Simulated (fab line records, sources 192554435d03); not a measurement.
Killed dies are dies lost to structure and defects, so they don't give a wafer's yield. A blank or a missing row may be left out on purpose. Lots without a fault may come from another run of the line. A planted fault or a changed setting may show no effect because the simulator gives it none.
fab line records | flow n5_finfet
record lots=10 wafers=30 last_day=17
route steps=1938 shown BEOL_M3@1006 BEOL_M15@1795 MIM_TOP_LITHO@1848 PASSIVATION@1936
lots that met no fault: from a run of the same line without faults
start_h: hours from the record's first day to the start of the lot's first wafer shown | wait_h: hours since the lot's step before | " the same as in the row above | L1.1+2: a row that stands for several wafers | - no value, or no start given | * or withheld: withheld | < > ~ a bound
route shown NAME@n: a module of which the file shows steps, and the number in the route of the first | usual: mean/standard deviation of fault-free wafers | same: alike in all rows | chamber/n: place in a boat | sites: the reading at each site | _std_site: their standard deviation | _edge_site: outer sites' mean less inner sites' | radius_mm: how far each site lies from the wafer's centre | mask NAME#n: copy n | behind: the tool/chamber that last shaped the wafer | hold: why the lot was held/for how many hours/how that ended | device: the transistor (n, p or np) that didn't switch | end of line: the same wafers' tests at the end of the route | a step without rows: its recipe alone | killed: dies lost to structure and defects at the first sort, not the wafer's yield | map: a wafer's dies, x killed, . not, _ none there
set.NAME: the setting as run; set.NAME@STEP: as run at that earlier step | model.NAME: the simulator's own value behind a step, which no gauge read
steps of the route over a sample of lots; a table a step, a row a wafer
services: from which hour (start_h, from the record's first day; less than 0 if before it) a tool's chamber was out of use, for how many hours, and why
## steps
# step N5_BEOL_M3_SPUTTER_92
# recipe material=Cu target_thk_a=45 temp_c=-20 chamber_pressure_pa=0.07 power_w=withheld time_s=8.29
# usual chuck_gas_flow_sccm=1.27/0.051 throttle_valve_pct=30.1/0.94
# columns lot.wafer tool chamber start_h wait_h chuck_gas_flow_sccm throttle_valve_pct
L489.2 pvd_sputter-03 - 149.90 0.1 1.40 30.5
L489.3 " - " " 1.26 28.2
L489.4 " - " " 1.30 30.8
L490.1 pvd_sputter-03 - 162.08 0.1 1.25 28.5
L490.4 " - " " 1.34 31.2
L490.5 " - " " 1.23 30.3
L492.2 pvd_sputter-02 - 164.68 0.1 1.32 30.4
L492.3 " - " " 1.26 29.7
L492.4 " - " " 1.25 29.7
L491.3 pvd_sputter-03 - 168.33 0.1 1.35 30.1
L491.5 " - " " 1.34 28.4
L491.6 " - " " 1.39 30.1
L493.1 pvd_sputter-03 - 178.69 0.1 1.23 30.5
L493.4 " - " " 1.31 30.2
L493.5 " - " " 1.24 31.3
L494.1 pvd_sputter-03 - 181.67 0.1 1.33 30.9
L494.4 " - " " 1.21 30.4
L494.6 " - " " 1.11 28.6
L497.1 pvd_sputter-01 - 207.09 0.1 1.33 30.9
L497.4 " - " " 1.27 30.2
L497.6 " - " " 1.24 28.8
L502.1 pvd_sputter-03 - 241.57 0.1 1.26 31.1
L502.2 " - " " 1.32 28.4
L502.3 " - " " 1.29 30.5
L505.2 pvd_sputter-03 - 244.51 0.1 1.26 28.5
L505.3 " - " " 1.32 31.0
L505.6 " - " " 1.26 30.1
L510.2 pvd_sputter-02 - 288.20 0.1 1.32 31.4
L510.4 " - " " 1.24 29.9
L510.5 " - " " 1.18 29.4
# step N5_BEOL_M15_ETCH_57
# recipe chemistry=N2/H2 target=SOC source_w=3000 bias_w=350 time_s=750 ion_energy_ev=200 pressure_mtorr=30 n2_flow_sccm=200 h2_flow_sccm=200
# usual chamber_pressure_mTorr=29.999/0.028 drypump_motor_current_A=5.7/0.49 oes_product_au=0.81/0.07 rf_fwd_power_W=2998/8.6 rf_vpp_V=524.5/2.3 showerhead_plenum_p_Torr=2.57/0.079 throttle_valve_pct=17.66/0.17
# columns lot.wafer tool chamber start_h wait_h chamber_pressure_mTorr drypump_motor_current_A oes_product_au rf_fwd_power_W rf_hours_counter_h rf_vpp_V showerhead_plenum_p_Torr throttle_valve_pct
L489.2 rie_diel-02 3 252.21 - 30.031 4.9 0.68 2997 257 525.6 2.60 17.92
L489.3 " 1 " " 30.013 5.8 0.98 2995 5 523.1 2.50 17.74
L489.4 " 0 " " 29.924 6.1 0.74 2999 165 527.3 2.65 17.56
L490.1 rie_diel-01 3 264.90 - 29.986 5.5 0.86 2994 60 524.4 2.58 17.63
L490.4 " 0 " " 29.982 5.8 0.82 3005 73 528.6 2.68 17.79
L490.5 " 2 " " 30.019 4.9 0.80 3010 - 521.2 2.45 17.42
L492.2 rie_diel-02 0 265.29 - 29.982 6.1 0.74 2989 170 525.5 2.65 17.59
L492.3 " 2 " " 29.960 5.1 0.78 2984 110 520.8 2.46 17.81
L492.4 " 2 " " 29.982 5.1 0.79 2997 - 522.2 2.45 17.81
L494.1 rie_diel-03 0 267.57 - 29.948 5.7 0.90 2999 42 522.6 2.48 17.26
L494.4 " 2 " " 30.023 6.4 0.83 2987 63 527.3 2.70 17.67
L494.6 " 0 " " 30.044 5.7 0.89 2998 - 522.7 2.49 17.25
L491.3 rie_diel-03 3 269.92 - 30.004 5.7 0.85 2987 54 525.0 2.58 17.66
L491.5 " 3 " " 30.020 5.8 0.85 3001 - 525.0 2.58 17.66
L491.6 " 2 " " 30.014 6.4 0.84 3002 - 527.9 2.70 17.67
L493.1 rie_diel-02 0 273.25 - 29.981 6.1 0.74 2996 173 526.9 2.65 17.59
L493.4 " 1 " " 29.972 5.9 0.94 3010 - 521.8 2.49 17.77
L493.5 " 0 " " 29.981 6.1 0.74 3001 - 525.9 2.65 17.59
L497.1 rie_diel-01 1 291.96 - 30.023 5.7 0.75 2998 171 523.7 2.54 17.75
L497.4 " 2 " " 30.038 4.8 0.81 3001 114 521.6 2.45 17.44
L497.6 " 0 " " 30.015 5.8 0.81 3004 - 527.7 2.67 17.83
L502.1 rie_diel-02 2 341.49 - 30.028 5.1 0.77 3005 129 519.9 2.45 17.82
L502.2 " 0 " " 30.014 6.1 0.72 2992 196 527.3 2.64 17.64
L502.3 " 1 " " 30.012 5.8 0.89 3000 35 521.5 2.48 17.78
L505.2 rie_diel-01 1 352.97 - 29.993 5.7 0.74 2989 192 523.9 2.53 17.78
L505.3 " 3 " " 29.980 5.5 0.82 2988 89 524.6 2.56 17.70
L505.6 " 0 " " 30.024 5.8 0.80 3003 - 525.7 2.67 17.83
L510.2 rie_diel-02 0 379.18 - 30.002 6.1 0.71 3010 209 525.0 2.63 17.64
L510.4 " 3 " " 30.016 4.9 0.87 2995 30 526.1 2.58 17.53
L510.5 " 2 " " 29.968 5.0 0.76 2991 - 519.9 2.44 17.83
# step N5_BEOL_M15_DESCUM_33
# recipe chemistry=O2 time_s=7.9 source_power_w=50 bias_power_w=20 pressure_mtorr=20 rf_frequency_hz=2.712e+07 temp_c=40 o2_flow_sccm=225
# usual chamber_pressure_mTorr=19.996/0.018 drypump_motor_current_A=5.7/0.5 o2_flow_sccm=224.9/0.71 oes_product_au=0.82/0.072 rf_fwd_power_W=49.47/0.21 rf_vpp_V=243.5/1.2 showerhead_plenum_p_Torr=2.10/0.064 throttle_valve_pct=20.33/0.19
# columns lot.wafer tool chamber start_h wait_h chamber_pressure_mTorr drypump_motor_current_A o2_flow_sccm oes_product_au rf_fwd_power_W rf_hours_counter_h rf_vpp_V showerhead_plenum_p_Torr throttle_valve_pct
L489.2 rie_diel-02 0 253.20 0.0 20.001 6.1 226.3 0.75 49.26 165 243.2 2.17 20.06
L489.3 " 2 " " 19.999 5.1 224.1 0.80 49.59 106 242.2 2.02 20.48
L489.4 " 3 " " 19.942 4.9 224.7 0.68 48.97 258 245.5 2.14 20.59
L490.1 rie_diel-03 3 265.76 0.0 19.999 5.7 223.8 0.86 49.57 52 244.1 2.13 20.37
L490.4 " 0 " " 20.015 5.7 224.6 0.91 49.43 41 241.3 2.05 19.95
L490.5 " 1 " " 20.000 6.6 225.2 0.71 49.36 - 245.8 2.15 20.50
L492.2 rie_diel-02 0 266.16 0.0 20.012 6.1 224.7 0.74 49.49 170 245.6 2.17 20.06
L492.3 " 1 " " 20.007 5.8 225.0 0.95 49.80 10 241.7 2.05 20.46
L492.4 " 1 " " 20.006 5.8 224.9 0.95 49.67 - 242.3 2.05 20.47
L494.1 rie_diel-02 1 268.57 0.0 19.969 5.8 223.8 0.95 49.60 11 242.3 2.05 20.46
L494.4 " 0 " " 19.949 6.1 224.8 0.73 49.34 - 245.7 2.17 20.07
L494.6 " 0 " " 20.014 6.1 225.3 0.74 49.44 - 244.5 2.17 20.07
L491.3 rie_diel-01 2 270.85 0.1 19.978 4.9 225.4 0.81 49.85 108 241.9 2.02 20.19
L491.5 " 0 " " 19.991 5.8 225.0 0.81 49.45 - 244.4 2.21 20.59
L491.6 " 3 " " 19.993 5.5 224.9 0.85 49.36 - 244.0 2.13 20.40
L493.1 rie_diel-03 3 274.35 0.0 19.997 5.8 224.4 0.85 49.85 55 242.6 2.13 20.37
L493.4 " 1 " " 20.004 6.6 225.5 0.71 49.20 232 244.7 2.15 20.50
L493.5 " 3 " " 19.994 5.7 225.7 0.85 49.74 - 244.1 2.13 20.35
L497.1 rie_diel-03 2 292.97 0.1 19.963 6.4 224.7 0.83 49.40 72 244.1 2.20 20.25
L497.4 " 3 " " 20.007 5.8 224.9 0.84 49.53 61 243.8 2.13 20.38
L497.6 " 3 " " 20.014 5.7 224.6 0.85 49.44 - 242.3 2.13 20.36
L502.1 rie_diel-01 3 342.35 0.0 19.978 5.5 225.3 0.82 49.07 85 243.2 2.12 20.42
L502.2 " 1 " " 19.997 5.6 225.8 0.73 49.70 188 243.8 2.08 20.44
L502.3 " 2 " " 20.017 4.9 224.3 0.78 49.43 129 241.3 2.01 20.23
L505.2 rie_diel-02 2 353.83 0.0 19.989 5.1 225.0 0.76 49.65 133 241.4 2.01 20.53
L505.3 " 0 " " 20.014 6.1 225.0 0.72 49.40 201 245.4 2.16 20.11
L505.6 " 2 " " 20.025 5.1 224.9 0.76 49.60 - 241.8 2.01 20.52
L510.2 rie_diel-03 3 380.36 0.4 20.004 5.7 224.2 0.82 49.62 89 243.4 2.12 20.41
L510.4 " 2 " " 19.986 6.4 223.5 0.80 49.46 98 244.1 2.19 20.28
L510.5 " 1 " " 19.996 6.6 224.8 0.94 49.56 - 245.0 2.14 20.16
# step N5_MIM_TOP_LITHO_OVL_MEAS_11
# recipe points_per_wafer=44
# usual MIM_TOP_OVL=-4/5
# columns lot.wafer tool chamber start_h wait_h MIM_TOP_OVL[nm]
L489.2 overlay-02 0 262.15 0.0 -6
L489.3 " 0 " " -7
L489.4 " 0 " " -4
L490.1 overlay-02 0 274.56 0.0 -5
L490.4 " 0 " " -10
L490.5 " 0 " " 3
L492.2 overlay-01 0 274.90 0.0 2
L492.3 " 0 " " 0
L492.4 " 0 " " 0
L494.1 overlay-02 0 276.92 0.0 1
L494.4 " 0 " " 1
L494.6 " 0 " " -3
L491.3 overlay-01 0 277.19 0.0 -8
L491.5 " 0 " " -7
L491.6 " 0 " " -5
L493.1 overlay-01 0 280.25 0.0 -4
L493.4 " 0 " " 1
L493.5 " 0 " " -7
L497.1 overlay-02 0 298.01 0.0 13
L497.4 " 0 " " 2
L497.6 " 0 " " 6
L502.1 overlay-01 0 350.57 0.0 -12
L502.2 " 0 " " -6
L502.3 " 0 " " -9
L505.2 overlay-02 0 361.42 0.0 -6
L505.3 " 0 " " -8
L505.6 " 0 " " 0
L510.2 overlay-01 0 387.38 0.0 -7
L510.4 " 0 " " -12
L510.5 " 0 " " -7
# step N5_PASSIVATION_PROBE_49
# usual defect_limited_yield=91.3/1.4 killed_at_M0_to_M3=34/10 killed_at_M4_up=13/4.8 killed_at_contacts=12/6.1 killed_at_front_end=40/11 killed_at_other=3.7/2.8 killed_dies=103/16 killed_on_rim=13/3.6 killed_open=67/12 killed_short=34/7.4 sort_bin_5_function=5.1/0.95 sort_bin_6_memory=3.2/0.62 sort_n_pass=1077/16 sort_yield_pct=91.3/1.4
# same gross_dies=1180 killed_at_back_side=0 sort_bin_4_leakage[%]=0 sort_bin_8_speed[%]=0
# columns lot.wafer tool chamber start_h wait_h defect_limited_yield[%] killed_at_M0_to_M3 killed_at_M4_up killed_at_contacts killed_at_front_end killed_at_other killed_dies killed_on_rim killed_open killed_short sort_bin_5_function[%] sort_bin_6_memory[%] sort_n_pass sort_yield_pct[%]
L502.1 prober-01 - 362.08 0.0 81.3 149 15 13 42 2 221 31 77 41 11.7 4.0 959 81.3
L502.2 prober-01 - 362.13 0.1 89.6 35 21 16 49 2 123 21 79 43 6.5 3.5 1057 89.6
L502.3 prober-01 - 362.18 0.1 91.5 16 10 15 53 6 100 14 69 28 5.3 3.1 1080 91.5
L505.2 prober-02 - 371.78 0.1 90.9 36 25 16 30 0 107 15 76 31 5.4 3.4 1073 90.9
L505.3 prober-02 - 371.83 0.1 83.1 127 10 27 30 5 199 36 72 33 8.2 4.6 981 83.1
L505.6 prober-02 - 371.98 0.3 93.8 22 10 17 22 2 73 12 41 26 3.7 2.1 1107 93.8
# killed by level:class
L502.1 BEOL_M3:unspecified=99 STI_FIN_REVEAL:geometric_particle:open=14 MOL_CONTACT_COAG:geometric_particle:open=12 BEOL_M0_SAQP:geometric_particle:short=12 BEOL_M3:geometric_particle:open=10 BEOL_M1:geometric_particle:open=9 FIN_SAQP:geometric_particle:open=6 BEOL_M4:geometric_particle:short=6
L502.2 MOL_CONTACT_COAG:geometric_particle:open=13 BEOL_M0_SAQP:geometric_particle:open=10 FIN_SAQP:geometric_particle:open=9 STI_FIN_REVEAL:geometric_particle:open=9 BEOL_M4:geometric_particle:short=8 FIN_SAQP:geometric_particle:short=7 BEOL_M0_SAQP:geometric_particle:short=7 BEOL_M4:geometric_particle:open=6
L502.3 STI_FIN_REVEAL:geometric_particle:open=14 MOL_CONTACT_COAG:geometric_particle:open=12 FIN_SAQP:geometric_particle:open=7 STI_FIN_REVEAL:geometric_particle:short=5 GATE_CUT:geometric_particle:short=5 GATE_CUT:geometric_particle:open=4 BEOL_M1:geometric_particle:open=4 BEOL_M2:geometric_particle:open=4
L505.2 BEOL_M4:geometric_particle:open=20 MOL_CONTACT_COAG:geometric_particle:open=13 STI_FIN_REVEAL:geometric_particle:open=8 BEOL_M1:geometric_particle:open=8 BEOL_M0_SAQP:geometric_particle:open=7 BEOL_M0_SAQP:geometric_particle:short=6 BEOL_M3:geometric_particle:open=6 DUMMY_GATE:geometric_particle:open=4
L505.3 BEOL_M3:unspecified=93 MOL_CONTACT_COAG:geometric_particle:open=21 BEOL_M0_SAQP:geometric_particle:open=8 BEOL_M1:geometric_particle:open=8 BEOL_M3:geometric_particle:open=8 FIN_SAQP:geometric_particle:short=6 STI_FIN_REVEAL:geometric_particle:open=6 MOL_CONTACT_COAG:geometric_particle:short=5
L505.6 MOL_CONTACT_COAG:geometric_particle:open=10 BEOL_M1:geometric_particle:open=9 MOL_CONTACT_COAG:geometric_particle:short=5 FIN_SAQP:geometric_particle:open=4 GATE_CUT:geometric_particle:short=4 BEOL_M4:geometric_particle:open=4 DUMMY_GATE:geometric_particle:open=3 BEOL_M0_SAQP:geometric_particle:short=3
## services
# columns tool chamber start_h hours kind
rie_diel-01 3 135.89 14.2 repair
rie_diel-02 0 141.71 3.3 repair
rie_diel-03 3 151.46 4.3 repair
pvd_sputter-02 - 153.37 1.0 repair
pvd_sputter-03 - 169.70 3.3 repair
rie_diel-03 2 170.31 8.0 repair
rie_diel-02 1 210.87 - clean
rie_diel-02 1 210.87 - consumable_replace:focus_ring
rie_diel-03 3 214.67 3.1 repair
rie_diel-01 0 216.59 1.2 repair
rie_diel-02 - 219.04 0.7 repair
rie_diel-03 2 224.91 9.3 repair
rie_diel-03 0 240.51 12.8 repair
rie_diel-02 3 256.42 2.8 repair
rie_diel-02 2 267.02 6.3 repair
pvd_sputter-01 - 300.26 1.2 repair
rie_diel-01 0 301.30 18.0 repair
rie_diel-01 2 304.72 3.9 repair
rie_diel-02 - 315.20 0.5 repair
pvd_sputter-01 - 330.77 4.0 repair
rie_diel-02 2 334.70 5.6 repair
rie_diel-03 - 349.76 2.8 pm
rie_diel-03 2 355.42 7.3 repair
rie_diel-02 1 363.63 4.7 repair
## key
first_sign step=N5_PASSIVATION_PROBE_49 reading=killed_at_M0_to_M3 direction=up sigmas=10 usual=34 struck=138
effect step=N5_PASSIVATION_PROBE_49 reading=killed_dies direction=up sigmas=6.7 usual=103 struck=210
more_kills_born_at N5_BEOL_M3_SPUTTER_92@pvd_sputter-03=192
met_at N5_BEOL_M3_SPUTTER_92
struck_lots L502,L505
struck_wafers L502.1,L505.3
not_acting_at N5_BEOL_M15_ETCH_57,N5_BEOL_M15_DESCUM_33,N5_MIM_TOP_LITHO_OVL_MEAS_11
onset_between 181.67 241.57
fault kind=chamber_particle_source tool=pvd_sputter-03 chamber=- onset_h=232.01 steps=N5_BEOL_M3_SPUTTER_92 rate_per_visit_cm2=1.5334 end_h=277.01 scope=struck_wafers_only
